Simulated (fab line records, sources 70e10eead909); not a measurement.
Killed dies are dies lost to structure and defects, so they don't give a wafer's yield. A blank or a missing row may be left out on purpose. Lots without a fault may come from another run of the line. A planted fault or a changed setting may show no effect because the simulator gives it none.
A struck lot beside a sound one | flow nand_harc | 15 steps out of a route of 1159
Sound: wafers L479.2, L479.4, L479.5. Struck: wafers L492.1, L492.3, L492.6. The cause comes at the end.
At each step with rows: each side's tool, then ch and its chambers, then its first start. Under that, the readings that differ: sound wafers | struck wafers | difference of the means | sigmas: that difference in standard deviations of wafers without a fault.
alike: readings whose means differ by less than 2 such deviations, and words and numbers that are the same on both sides. not compared: withheld readings, readings that some wafer has no value for, bounds like >300 that may hide the same value, and numbers for which the record gives no deviation and whose values overlap.
The two part at a step that has a row with sigmas, a row that says differs or no value, or rows on one side only. Numbers that don't overlap but have no deviation are shown without sigmas and don't part them. A reading that every wafer of one side lacks parts them only if that side has two wafers or more.

first, 4 steps without rows for these wafers: NHARC_P_M2_EBR_05; NHARC_P_M2_EXPOSE_06 (exposes mask P M2, target cd 170 nm); NHARC_P_M2_PEB_07 (peb time 65 s); NHARC_P_M2_DEVELOP_08 (develop time 35 s).
NHARC_P_M2_CD_MEAS_09: target cd 170 nm.
  sound on cd_sem-03 ch 0, day 6 20:30; struck on cd_sem-02 ch 0, day 10 02:29
  alike: cd_nm
NHARC_P_M2_OVL_MEAS_10: pitch 340 nm.
  sound on overlay-01, day 6 20:35; struck on overlay-02, day 10 02:35
  reading           | sound          | struck      | difference | sigmas
  overlay_x_nm (nm) | -0.1 -0.4 -0.1 | 2.3 2.7 2.8 | +2.8       | +3
  alike: overlay_y_nm
NHARC_P_M2_INSPECT_11:
  sound on defect_inspect-02, day 6 20:37; struck on defect_inspect-01, day 10 02:37
  alike: raw_defect_count
NHARC_P_M2_DESCUM_14: chemistry O2, time 3 s.
  sound on rie_diel-09 ch 0,1,2, day 6 20:42; struck on rie_diel-12 ch 0,1,3, day 10 02:41
  alike: drypump_motor_current_A, oes_product_au, rf_vpp_V, showerhead_plenum_p_Torr, throttle_valve_pct
  not compared: rf_hours_counter_h
NHARC_P_M2_ETCH_35: etches the open film in N2/H2, target depth 40 nm, overetch 12 nm, time 43.94 s.
  sound on rie_diel-09 ch 0,3, day 6 20:46; struck on rie_diel-12 ch 1,2, day 10 02:46
  alike: drypump_motor_current_A, oes_product_au, rf_vpp_V, run_length_s, showerhead_plenum_p_Torr, throttle_valve_pct
  not compared: rf_hours_counter_h
NHARC_P_M2_ETCH_15: etches the open film in C4F8/Ar, target depth 182.5 nm, time 91.2 s.
  sound on rie_diel-09 ch 0,1,3; struck on rie_diel-12 ch 0,1,2
  alike: oes_product_au, rf_vpp_V, run_length_s
  not compared: rf_hours_counter_h
NHARC_P_M2_CD_MEAS_16:
  sound on cd_sem-01, day 6 20:59; struck on cd_sem-02, day 10 02:59
  alike: cd_nm
NHARC_P_M2_STRIP_18: strips in N2/H2.
  sound on rie_diel-12 ch 0,2,3, day 6 21:06; struck on rie_diel-12 ch 0,2,3, day 10 03:05
  alike: drypump_motor_current_A, oes_product_au, rf_vpp_V, showerhead_plenum_p_Torr, throttle_valve_pct
  not compared: rf_hours_counter_h
NHARC_P_M2_ETCH_28: etches the open film in CF4/N2, target depth 30 nm, time 72.99 s.
  sound on rie_diel-12 ch 0,2,3, day 6 21:19; struck on rie_diel-12 ch 1,2,3, day 10 03:19
  reading               | sound             | struck            | difference | sigmas
  oes_product_au (a.u.) | 0.999 0.988 0.982 | 1.004 1.020 1.015 | +0.023     | +3
  run_length_s (s)      | 94.5 94.2 93.6    | 98.7 97.9 99.2    | +4.5       | +11
  alike: drypump_motor_current_A, rf_vpp_V, showerhead_plenum_p_Torr, throttle_valve_pct
  not compared: rf_hours_counter_h
then, 1 step without rows for these wafers: NHARC_P_M2_STRIP_19 (strips in post etch residue remover, time 600 s).
-- the record jumps here: 13 days lie between the struck wafers' starts before and after (it left off in module P_M2 and takes up again in module END, whose first step shown is number 1159 of the route) --
NHARC_END_SORT_01:
  the record has rows for the struck wafers here (prober-02 ch 0, day 22 21:14) and none for the sound ones

WHERE THEY PART
First at NHARC_P_M2_OVL_MEAS_10; last, within this record, at NHARC_END_SORT_01.

WHY: what the simulator had put in
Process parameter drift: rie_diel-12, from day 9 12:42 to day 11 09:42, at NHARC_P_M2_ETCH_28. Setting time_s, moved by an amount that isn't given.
